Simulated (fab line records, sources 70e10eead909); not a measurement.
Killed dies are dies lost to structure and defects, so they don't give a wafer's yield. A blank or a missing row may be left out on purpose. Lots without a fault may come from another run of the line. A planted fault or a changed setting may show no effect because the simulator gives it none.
Chamber matching | flow nand_harc | NHARC_P_STI_ETCH_15 on rie_si-05: 4 sister chambers
The step etches the open film in HBr/Cl2, target depth 300 nm, time 100.1 s. 4 wafers are shown with their chamber, then 7 later ones without.

WAFERS WITH THEIR CHAMBER
wafer  | chamber | drypump_motor_current_A (A)
L512.5 | 1       | 5.8
L514.2 | 2       | 6.3
L518.1 | 0       | 6.5
L518.2 | 3       | 6.2

WAFERS WITHOUT THEIR CHAMBER
wafer  | drypump_motor_current_A (A)
L518.4 | 6.3
L520.3 | 6.5
L520.4 | 6.3
L520.6 | 6.1
L522.1 | 6.5
L522.2 | 6.3
L522.6 | 6.5

WHICH CHAMBER EACH WENT THROUGH
wafer  | from the rows above | in truth
L518.4 | 2                   | 2
L520.3 | 0                   | 0
L520.4 | 2                   | 2
L520.6 | 3                   | 3
L522.1 | 0                   | 0
L522.2 | 2                   | 2
L522.6 | 0                   | 0
Placed correctly: 7 of 7. Can't be placed from these rows: 0. Placed wrongly: 0.
How it was worked out, from the rows above alone: a wafer's distance from a chamber is the root of the sum, over the readings, of the square of ((its reading less the chamber's mean) divided by the reading's scatter). The wafer belongs to the nearest chamber; if the next one is less than 2 further off, it can't be placed. A chamber's mean is the mean of its shown wafers. The scatter: with one shown wafer a chamber, the root of the mean of the squares of how far each hidden wafer lies from its nearest shown one.
